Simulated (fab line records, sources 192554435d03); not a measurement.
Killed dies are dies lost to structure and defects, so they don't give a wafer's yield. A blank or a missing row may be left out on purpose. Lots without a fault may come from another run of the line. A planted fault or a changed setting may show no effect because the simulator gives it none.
One fault seen from 2 desks | flow n5_finfet | each desk has only its own numbers; what lay behind them comes last

THE TOOL OWNER'S DESK: rie_diel-01
The tool's own readings at N5_BEOL_M1_TRENCH_ETCH_37 (etches SiOC in C4F6/O2, target depth 55.207 nm, time 29 s): means of the sampled wafers that have a number, for each lot that ran on this tool. A lot is out of limits, marked OUT, if its mean lies more than 4 standard deviations from the usual mean; the brackets give that distance.
Columns: A = drypump_motor_current_A at N5_BEOL_M1_TRENCH_ETCH_37, usual 5.6 A; B = oes_product_au at N5_BEOL_M1_TRENCH_ETCH_37, usual 0.78 a.u.; C = rf_vpp_V at N5_BEOL_M1_TRENCH_ETCH_37, usual 663 V; D = run_length_s at N5_BEOL_M1_TRENCH_ETCH_37, usual 52.4 s; E = showerhead_plenum_p_Torr at N5_BEOL_M1_TRENCH_ETCH_37, usual 2.83 Torr; F = throttle_valve_pct at N5_BEOL_M1_TRENCH_ETCH_37, usual 20.82 %
lot  | first seen here | A   | B    | C   | D    | E    | F
L557 | day 6 12:05     | 5.6 | 0.79 | 662 | 53.0 | 2.81 | 20.84
L564 | day 8 06:20     | 5.2 | 0.80 | 663 | 52.7 | 2.85 | 20.99
L567 | day 9 04:02     | 5.1 | 0.75 | 655 | 52.7 | 2.79 | 21.01
L572 | day 10 05:49    | 5.4 | 0.76 | 673 | 50.4 | 2.84 | 21.09
L576 | day 11 09:14    | 5.2 | 0.89 | 662 | 52.2 | 2.84 | 20.89
L577 | day 11 13:39    | 5.2 | 0.83 | 662 | 51.1 | 2.75 | 20.91
This desk's finding: nothing out of limits on any of the 6 lots.

THE METROLOGY DESK
What the gauges read, lot by lot, whatever tool the lot ran on: means of the sampled wafers that have a number. A lot is out of limits, marked OUT, if its mean lies more than 4 standard deviations from the usual mean; the brackets give that distance. Of its 12 readings 7 are shown: the one that was out of limits first, and those that lie furthest out on some lot.
Columns: A = trench_depth_nm at N5_BEOL_M1_OCD_MEAS_38, usual 54.9 nm; B = cd_nm at N5_BEOL_M1_CD_MEAS_35, usual 18.1 nm; C = DIBL_P at N5_BEOL_M4_RC_MEAS_101, usual 36.2 mV/V; D = IOFF_N at N5_BEOL_M4_RC_MEAS_101, usual 0.16 nA/um; E = ION_N at N5_BEOL_M4_RC_MEAS_101, usual 673 uA/um; F = SS_P at N5_BEOL_M4_RC_MEAS_101, usual 73.3 mV/dec; G = VT_N at N5_BEOL_M4_RC_MEAS_101, usual 251 mV
lot  | first seen here | A               | B    | C    | D    | E   | F    | G
L556 | day 6 07:16     | 55.3            | 17.8 | 36.8 | 0.15 | 675 | 73.7 | 252
L557 | day 6 12:14     | 55.6            | 18.1 | 34.8 | 0.14 | 662 | 73.1 | 254
L564 | day 8 06:29     | 54.7            | 17.7 | 37.0 | 0.16 | 665 | 73.5 | 248
L563 | day 8 07:58     | 54.2            | 18.6 | 33.0 | 0.13 | 665 | 73.0 | 253
L567 | day 9 04:12     | 55.3            | 18.7 | 38.0 | 0.16 | 677 | 73.4 | 249
L572 | day 10 05:59    | 49.8 (-5.5) OUT | 17.9 | 35.0 | 0.15 | 666 | 73.5 | 252
L570 | day 10 10:47    | 55.5            | 18.1 | 34.0 | 0.14 | 659 | 72.4 | 252
L576 | day 11 09:24    | 53.9            | 18.1 | 36.3 | 0.16 | 673 | 73.4 | 250
L577 | day 11 13:49    | 52.3            | 18.1 | 34.9 | 0.12 | 662 | 72.2 | 254
L578 | day 12 03:03    | 54.1            | 17.5 | 40.4 | 0.22 | 697 | 74.3 | 245
This desk's finding: out of limits on L572; first on L572, day 10 05:59 (trench_depth_nm at N5_BEOL_M1_OCD_MEAS_38). In limits: L556, L557, L564, L563, L567, L570, L576, L577, L578.

PUT TOGETHER
The metrology desk could have raised an alarm at day 10 05:59, on L572.
The tool owner's desk saw nothing out of limits.
The tool owner's desk has L572 on record, within its limits.
Of the lots named, all ran N5_BEOL_M1_TRENCH_ETCH_37 on rie_diel-01.

WHAT THE SIMULATOR HAD PUT IN
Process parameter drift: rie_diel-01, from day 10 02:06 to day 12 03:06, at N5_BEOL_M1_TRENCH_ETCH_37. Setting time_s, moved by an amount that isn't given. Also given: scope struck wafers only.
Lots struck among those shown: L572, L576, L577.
Hours from the fault's start to each desk's first reading out of limits: the metrology desk, 4.
